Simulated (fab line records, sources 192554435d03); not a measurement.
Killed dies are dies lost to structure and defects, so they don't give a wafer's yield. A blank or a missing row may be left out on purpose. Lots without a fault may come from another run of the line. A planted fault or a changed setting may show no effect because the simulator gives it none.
A struck lot beside a sound one | flow n5_finfet | 44 steps out of a route of 1938
Sound: wafers L716.3, L716.5, L716.6. Struck: wafer L726.6. (L726.3, L726.5 of the same lot were not struck and are left out.) The cause comes at the end.
At each step with rows: each side's tool, then ch and its chambers, then its first start. Under that, the readings that differ: sound wafers | struck wafers | difference of the means | sigmas: that difference in standard deviations of wafers without a fault.
alike: readings whose means differ by less than 2 such deviations, and words and numbers that are the same on both sides. not compared: withheld readings, readings that some wafer has no value for, bounds like >300 that may hide the same value, and numbers for which the record gives no deviation and whose values overlap.
The two part at a step that has a row with sigmas, a row that says differs or no value, or rows on one side only. Numbers that don't overlap but have no deviation are shown without sigmas and don't part them. A reading that every wafer of one side lacks parts them only if that side has two wafers or more.

N5_BEOL_M14_PRE_CLEAN_42: time 30 s.
  sound on pvd_sputter-03, day 11 14:33; struck on pvd_sputter-01, day 14 00:31
  alike: heater_power_w
then, 1 step without rows for these wafers: N5_BEOL_M14_SPUTTER_43 (material TaN, target thk 15 nm, time 24.19 s).
N5_BEOL_M14_SPUTTER_44: material Ta, target thk 15 nm, time 24.19 s.
  sound on pvd_sputter-03, day 11 14:40; struck on pvd_sputter-01, day 14 00:38
  alike: throttle_valve_pct
then, 2 steps without rows for these wafers: N5_BEOL_M14_SPUTTER_45 (material Cu, target thk 100 nm, time 16.67 s); N5_BEOL_M14_ECD_47 (material Cu, target thk 1248 nm).
N5_BEOL_M14_ANNEAL_48: time 90 s.
  sound on rtp_anneal-02 ch 0, day 11 15:09; struck on rtp_anneal-02 ch 0, day 14 01:07
  reading           | sound                | struck | difference | sigmas
  anneal_temp_c_max | 226.22 226.06 226.08 | 225.72 | -0.40      | -2
  alike: wafer_temp_C_max
then, 1 step without rows for these wafers: N5_BEOL_M14_CMP_49 (polishes, stops on SiO2, t overpolish 5.2 s, target thk 560 nm).
N5_BEOL_M14_THK_MEAS_50: measures by xrf.
  sound on film_metro-01, day 11 15:39; struck on film_metro-02, day 14 01:37
  reading      | sound       | struck | difference | sigmas
  M14_THK (nm) | 555 553 560 | 531    | -25        | -3
then, 2 steps without rows for these wafers: N5_BEOL_M14_PRE_CLEAN_52 (time 15 s); N5_BEOL_M14_DEP_53 (deposits SiCN from 3MS/NH3, target thk 50 nm, time 17.8 s).
N5_BEOL_M14_RS_MEAS_54: measures by four-point-probe.
  sound on film_metro-01, day 11 15:47; struck on film_metro-02, day 14 01:45
  reading         | sound                | struck | difference | sigmas
  M14_RS (ohm/sq) | 0.0326 0.0328 0.0325 | 0.0345 | +0.0019    | +3
N5_BEOL_M14_INSPECT_55: inspects for defects (darkfield).
  sound on defect_inspect-01, day 11 15:48; struck on defect_inspect-01, day 14 01:47
  alike: raw_defect_count
N5_BEOL_M15_ILD_DEP_00: deposits SiO2 from TEOS/O2, target thk 1629.3 nm, time 346.1 s.
  sound on pecvd-01 ch 0,1, day 11 15:50; struck on pecvd-04 ch 2, day 14 01:49
  reading                                       | sound             | struck | difference | sigmas
  run_length_s (s)                              | 389.7 390.1 389.3 | 423.5  | +33.8      | +53
  model.SiO2_of_BEOL_M15_ILD_DEP_00.thk_nm (nm) | 1631 1645 1644    | 1788   | +148       |
  alike: heater_power_w, showerhead_plenum_p_Torr, throttle_valve_pct
N5_BEOL_M15_THK_MEAS_01:
  sound on film_metro-01, day 11 16:05; struck on film_metro-02, day 14 02:04
  reading          | sound          | struck | difference | sigmas
  M15_ILD_THK (nm) | 1631 1645 1645 | 1788   | +148       | +7
then, 8 steps without rows for these wafers: N5_BEOL_M15_COAT_58 (time 60 s, resist thk 89 nm); N5_BEOL_M15_COAT_04 (resist thk 800 nm); N5_BEOL_M15_EBR_06; N5_BEOL_M15_SOFTBAKE_05 (time 60 s); N5_BEOL_M15_EXPOSE_07 (exposes mask V14); N5_BEOL_M15_PEB_08 (peb time 90 s); N5_BEOL_M15_DEVELOP_09 (develop time 45 s); N5_BEOL_M15_HARDBAKE_14 (time 120 s).
N5_BEOL_M15_CD_MEAS_10: target cd 360 nm.
  sound on cd_sem-03 ch 0, day 11 16:31; struck on cd_sem-02 ch 0, day 14 02:30
  alike: cd_nm
N5_BEOL_M15_OVL_MEAS_11:
  sound on overlay-01 ch 0, day 11 16:33; struck on overlay-01 ch 0, day 14 02:31
  alike: V14_OVL
N5_BEOL_M15_INSPECT_12: inspects for defects (macro).
  sound on defect_inspect-01, day 11 16:34; struck on defect_inspect-01, day 14 02:33
  alike: raw_defect_count
N5_BEOL_M15_DESCUM_15: chemistry O2, time 7.9 s.
  sound on rie_diel-06 ch 1,2, day 11 16:37; struck on rie_diel-05 ch 2, day 14 02:35
  alike: drypump_motor_current_A, o2_flow_sccm, oes_product_au, rf_vpp_V, showerhead_plenum_p_Torr, throttle_valve_pct
  not compared: rf_hours_counter_h
then, 1 step without rows for these wafers: N5_BEOL_M15_ETCH_59 (etches BARC in N2/H2, target depth 89 nm, overetch 26.7 nm, time 67.9 s).
N5_BEOL_M15_VIA_ETCH_16: etches SiO2 in C4F8/O2/Ar, target depth 1792.2 nm.
  sound on rie_diel-06 ch 1,2, day 11 16:41; struck on rie_diel-05 ch 2, day 14 02:40
  reading                                    | sound             | struck | difference | sigmas
  O2_flow_sccm (sccm)                        | 11.97 11.95 12.03 | 12.06  | +0.08      | +2
  model.etch.depth_nm (nm)                   | 1631 1645 1644    | 1788   | +148       |
  model.coat_of_BEOL_M15_COAT_04.thk_nm (nm) | 334.4 327.6 329.4 | 299.2  | -31.3      |
  alike: bias_w, drypump_motor_current_A, oes_product_au, rf_vpp_V, showerhead_plenum_p_Torr, throttle_valve_pct
then, 1 step without rows for these wafers: N5_BEOL_M15_STRIP_63 (strips in O2).
N5_BEOL_M15_STRIP_64: strips in O2.
  sound on rie_diel-06 ch 1,2; struck on rie_diel-05 ch 2
  alike: drypump_motor_current_A, o2_flow_sccm, oes_product_au, rf_vpp_V, showerhead_plenum_p_Torr, throttle_valve_pct
  not compared: rf_hours_counter_h
then, 2 steps without rows for these wafers: N5_BEOL_M15_STRIP_65 (strips in post etch residue remover, time 60 s); N5_BEOL_M15_SRD_66 (time 30 s, dry time 30 s).
N5_BEOL_M15_CD_MEAS_17: target cd 360 nm.
  sound on cd_sem-03, day 11 17:07; struck on cd_sem-02, day 14 03:05
  reading    | sound             | struck | difference | sigmas
  cd_nm (nm) | 360.8 362.9 359.9 | 364.9  | +3.7       | +2
then, 9 steps without rows for these wafers: N5_BEOL_M15_COAT_56 (time 60 s, resist thk 550 nm); N5_BEOL_M15_ETCH_57 (etches SOC in N2/H2, time 750 s); N5_BEOL_M15_COAT_60 (time 60 s, resist thk 89 nm); N5_BEOL_M15_COAT_22 (resist thk 800 nm); N5_BEOL_M15_EBR_24; N5_BEOL_M15_SOFTBAKE_23 (time 60 s); N5_BEOL_M15_EXPOSE_25 (exposes mask M15, target cd 400 nm); N5_BEOL_M15_PEB_26 (peb time 90 s); N5_BEOL_M15_DEVELOP_27 (develop time 45 s).
N5_BEOL_M15_CMP_49: polishes, stops on SiO2, t overpolish 4.9 s, target thk 850 nm.
  sound on cmp-01 ch 0,1,3, day 11 21:17; struck on cmp-01 ch 1, day 14 10:10
  reading                                       | sound          | struck | difference | sigmas
  model.SiO2_of_BEOL_M15_ILD_DEP_00.thk_nm (nm) | 1552 1565 1565 | 1709   | +148       |
  alike: motor_current_A
then, 1 step without rows for these wafers: N5_PASSIVATION_PROBE_49.

WHERE THEY PART
First at N5_BEOL_M14_ANNEAL_48; last, within this record, at N5_BEOL_M15_CD_MEAS_17. Later steps at which nothing parts them and some readings are alike: N5_BEOL_M15_CMP_49.

WHY: what the simulator had put in
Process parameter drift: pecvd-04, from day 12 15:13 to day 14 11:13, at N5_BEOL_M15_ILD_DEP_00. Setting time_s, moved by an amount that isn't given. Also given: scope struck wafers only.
